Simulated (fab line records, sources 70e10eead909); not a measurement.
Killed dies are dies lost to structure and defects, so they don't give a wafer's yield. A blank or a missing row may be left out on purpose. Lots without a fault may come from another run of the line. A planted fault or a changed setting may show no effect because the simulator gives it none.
Which tool did it? | flow nand_harc | 24 lots, 72 wafers sampled, at 2 steps of a route of 1302

WHAT THE GAUGES READ, wafer by wafer
NHARC_A_DECK1_JOINT_THK_MEAS_14: measures by ellipsometry.
lot  | measured     | on            | thk_nm (nm)
L074 | day 11 09:52 | film_metro-02 | 50.8 52.8 51.3
L076 | day 11 20:39 | film_metro-02 | 49.9 52.5 48.7
L075 | day 11 20:39 | film_metro-01 | 46.5 50.0 50.2
L077 | day 12 17:30 | film_metro-02 | 52.8 49.6 50.7
L078 | day 12 21:21 | film_metro-01 | 51.0 51.7 50.2
L079 | day 13 03:57 | film_metro-02 | 51.4 53.8 50.3
L080 | day 13 17:46 | film_metro-01 | 49.7 51.3 51.6
L081 | day 14 09:30 | film_metro-01 | 48.7 49.6 50.0
L082 | day 14 13:23 | film_metro-02 | 49.7 48.6 49.1
L083 | day 15 01:25 | film_metro-02 | 51.2 50.2 51.7
L084 | day 16 03:38 | film_metro-01 | 49.5 52.4 48.3
L085 | day 16 06:09 | film_metro-02 | 53.6 52.8 49.0
L086 | day 16 06:09 | film_metro-01 | 49.2 49.1 47.8
L087 | day 16 14:59 | film_metro-01 | 49.9 52.6 52.4
L088 | day 18 06:30 | film_metro-01 | 50.6 52.5 50.3
L090 | day 18 06:30 | film_metro-02 | 50.6 50.4 48.9
L089 | day 18 06:30 | film_metro-02 | 51.0 50.3 51.4
L091 | day 18 12:30 | film_metro-01 | 47.4 51.9 49.4
L092 | day 19 07:35 | film_metro-01 | 50.1 51.4 50.6
L093 | day 19 07:37 | film_metro-02 | 52.8 50.6 49.8
L094 | day 19 07:37 | film_metro-01 | 50.4 51.8 51.0
L096 | day 20 03:41 | film_metro-02 | 52.5 50.5 52.1
L095 | day 20 03:41 | film_metro-01 | 53.7 49.0 49.5
L097 | day 20 17:39 | film_metro-02 | 49.4 49.3 49.9

WHICH TOOL RAN EACH LOT (tool, then ch and the chambers of the sampled wafers, then the start)
lot  | NHARC_A_CHANNEL_FILL_D1_CMP_10
L074 | cmp-03 ch 0,3, day 10 22:50
L076 | cmp-03 ch 0,1, day 11 08:05
L075 | cmp-02 ch 1,2,3, day 11 08:09
L077 | cmp-03 ch 0,1, day 12 04:38
L078 | cmp-03 ch 0,1, day 12 10:30
L079 | cmp-04 ch 0,2,3, day 12 16:57
L080 | cmp-03 ch 0,1,2, day 13 06:58
L081 | cmp-02 ch 0,1, day 13 22:26
L082 | cmp-03 ch 0,1,3, day 14 02:19
L083 | cmp-03 ch 0,1,2, day 14 14:25
L084 | cmp-03 ch 0,1,3, day 15 09:30
L085 | cmp-02 ch 0,2,3, day 15 17:43
L086 | cmp-03 ch 0,1,2, day 15 17:43
L087 | cmp-03 ch 0,1,2, day 16 03:58
L088 | cmp-03 ch 0,1,3, day 17 05:02
L090 | cmp-04 ch 0,2,3, day 17 11:22
L089 | cmp-03 ch 0,1,2, day 17 17:31
L091 | cmp-04 ch 0,2, day 18 01:29
L092 | cmp-04 ch 1,3, day 18 17:40
L093 | cmp-03 ch 0,2,3, day 18 20:49
L094 | cmp-04 ch 0,1,3, day 18 20:50
L096 | cmp-02 ch 1,3, day 19 16:38
L095 | cmp-04 ch 0,3, day 19 16:39
L097 | cmp-04 ch 0,1,3, day 20 06:46
- NHARC_A_CHANNEL_FILL_D1_CMP_10: polishes, target thk 150 nm.

WHAT THE TOOLS THEMSELVES READ (means of the sampled wafers that have a number; where no wafer has one, the mark that the record gives instead)
NHARC_A_CHANNEL_FILL_D1_CMP_10.
lot  | tool   | motor_current_A (A) | time_to_endpoint_s (s)
L074 | cmp-03 | 14.4                | 15.2
L076 | cmp-03 | 14.5                | 14.7
L075 | cmp-02 | 12.4                | 14.9
L077 | cmp-03 | 14.5                | 15.3
L078 | cmp-03 | 14.6                | 14.9
L079 | cmp-04 | 13.0                | 16.0
L080 | cmp-03 | 13.2                | 12.5
L081 | cmp-02 | 13.2                | 19.5
L082 | cmp-03 | 12.7                | 11.5
L083 | cmp-03 | 13.1                | 12.8
L084 | cmp-03 | 12.8                | 13.6
L085 | cmp-02 | 12.6                | 18.0
L086 | cmp-03 | 12.6                | 12.8
L087 | cmp-03 | 12.9                | 14.2
L088 | cmp-03 | 12.7                | 13.4
L090 | cmp-04 | 12.3                | 16.4
L089 | cmp-03 | 12.9                | 14.3
L091 | cmp-04 | 13.3                | 15.5
L092 | cmp-04 | 12.9                | 18.4
L093 | cmp-03 | 12.8                | 15.4
L094 | cmp-04 | 12.5                | 14.2
L096 | cmp-02 | 12.5                | 16.3
L095 | cmp-04 | 11.6                | 13.6
L097 | cmp-04 | 12.2                | 16.2

THE ANSWER, worked out from the rows above alone
Rule: what is usual is taken from the lots themselves. Put in order of their means at a reading, lots are off if they are a third of the lots or fewer, leave a main group of 4 or more, and stand apart from it by a gap of 3 or more times the standard deviation of the main group's means; of several such gaps the widest counts. A main group whose means are all the same, to the digits that the tables above print for the reading, isn't used. A lot without any number at a reading at which 4 lots or more have one is off too. The other lots that the step has rows for count as sound. The gauges are gone through in route order, then the tools' own readings, and for those a lot's mean is taken as printed above. The first step at which some lot is off is used, and at that step the reading that is off furthest; a lot without a number counts as furthest.
No lot is off at any reading shown: from this, nothing can be told.

WHAT THE SIMULATOR HAD PUT IN
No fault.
